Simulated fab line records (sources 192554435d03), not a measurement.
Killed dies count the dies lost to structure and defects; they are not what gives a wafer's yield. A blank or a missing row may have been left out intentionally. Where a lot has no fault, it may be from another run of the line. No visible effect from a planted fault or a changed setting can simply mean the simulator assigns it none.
Matching of chambers	flow n5-finfet	4 sister chambers for N5_BEOL_M3_DESCUM_33 on rie-diel-02
The step chemistry O2, time 7 s. 4 wafers are shown with their chamber, then 8 later ones without.

## WAFERS PAIRED WITH THEIR CHAMBERS
wafer	chamber	showerhead-plenum-p-Torr (Torr)
L083.3	3	2.23
L088.2	1	2.16
L088.3	2	2.09
L091.1	0	2.07

## WAFERS WITHOUT THEIR CHAMBER
wafer	showerhead-plenum-p-Torr (Torr)
L091.3	2.16
L091.4	2.16
L093.1	2.15
L093.2	2.22
L093.3	2.09
L093.4	2.07
L093.5	2.07
L093.6	2.16

## EACH ONE'S CHAMBER
wafer	from the rows above	in truth
L091.3	1	1
L091.4	1	1
L093.1	1	1
L093.2	3	3
L093.3	2	2
L093.4	0	0
L093.5	0	0
L093.6	1	1
Placed correctly: 8 of 8. Number that these rows cannot place: 0. Wrongly placed: 0.
How it was worked out, from the rows above alone: a wafer's distance from a chamber is the root of the sum, over the readings, of the square of ((its reading less the chamber's mean) divided by the reading's scatter). The wafer belongs to the nearest chamber; if the next one is less than 2 further off, it can't be placed. Each chamber's mean is taken over the wafers shown for it. The scatter: with one shown wafer a chamber, the root of the mean of the squares of how far each hidden wafer lies from its nearest shown one.
